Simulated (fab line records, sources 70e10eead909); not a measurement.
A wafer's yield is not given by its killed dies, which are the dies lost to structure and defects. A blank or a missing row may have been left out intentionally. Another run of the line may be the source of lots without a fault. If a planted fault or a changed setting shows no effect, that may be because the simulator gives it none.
3 desks, one fault | flow nand-harc | what lay behind the numbers comes last; until then each desk has only its own

THE DEFECT DESK
Lot by lot, what the route's inspections counted, given as the mean of those sampled wafers with a number. Any lot whose mean is over 4 standard deviations away from the usual mean is out of limits and marked OUT; that distance is given in the brackets.
Columns: A = raw-defect-count at NHARC_P_M1_INSPECT_11, usual 4.3
lot  | first seen here | A
L927 | day 6 04:01     | 5.0
L929 | day 6 13:53     | 2.7
L930 | day 6 14:52     | 6.3
L936 | day 8 04:34     | 2.0
L941 | day 9 10:23     | 3.0
L943 | day 10 05:17    | 4.3
L944 | day 10 09:08    | 4.7
L946 | day 10 15:08    | 4.0
L947 | day 10 23:35    | 3.7
L948 | day 10 23:57    | 1.3
L949 | day 11 13:45    | 2.0
L950 | day 11 23:30    | 8.3
This desk's verdict: no lot among the 12 shows anything out of limits.

TOOL OWNER'S DESK, rie-diel-07
The tool's own readings at NHARC_P_M1_ETCH_15 (etches the open film in C4F8/Ar, target depth 182.5 nm, time 91.2 s): means of the sampled wafers that have a number, for each lot that ran on this tool. Any lot whose mean is over 4 standard deviations away from the usual mean is out of limits and marked OUT; that distance is given in the brackets.
Columns: A = chamber-pressure-mTorr at NHARC_P_M1_ETCH_15, usual 25.002 mTorr; B = oes-product-au at NHARC_P_M1_ETCH_15, usual 0.948 a.u.; C = rf-vpp-V at NHARC_P_M1_ETCH_15, usual 442 V
lot  | first seen here | A      | B     | C
L929 | day 6 14:07     | 25.005 | 0.913 | 440
L930 | day 6 15:08     | 24.990 | 0.940 | 442
L936 | day 8 04:48     | 25.027 | 0.926 | 438
L947 | day 10 23:49    | 25.007 | 0.957 | 441
L949 | day 11 13:59    | 25.013 | 0.981 | 441
This desk's verdict: no lot among the 5 shows anything out of limits.

THE METROLOGY DESK
Means of the sampled wafers that have a number, per lot and without regard to the tool the lot ran on: this is what the gauges read. Any lot whose mean is over 4 standard deviations away from the usual mean is out of limits and marked OUT; that distance is given in the brackets.
Columns: A = cd-nm at NHARC_P_M0_CD_MEAS_09, usual 90.4 nm
lot  | first seen here | A
L927 | day 5 23:16     | 90.6
L929 | day 6 09:41     | 91.4
L930 | day 6 10:40     | 90.8
L936 | day 8 00:28     | 90.1
L941 | day 9 05:55     | 90.0
L943 | day 10 01:10    | 90.0
L944 | day 10 04:44    | 88.5
L946 | day 10 10:38    | 89.9
L947 | day 10 19:16    | 90.8
L948 | day 10 19:38    | 90.3
L949 | day 11 09:16    | 91.6
L950 | day 11 19:16    | 91.0
This desk's verdict: no lot among the 12 shows anything out of limits.

ALL TOGETHER
The defect desk saw nothing out of limits.
The desk of the tool owner found nothing out of limits.
From the metrology desk's view, nothing was out of limits.

WHAT THE SIMULATOR PUT IN
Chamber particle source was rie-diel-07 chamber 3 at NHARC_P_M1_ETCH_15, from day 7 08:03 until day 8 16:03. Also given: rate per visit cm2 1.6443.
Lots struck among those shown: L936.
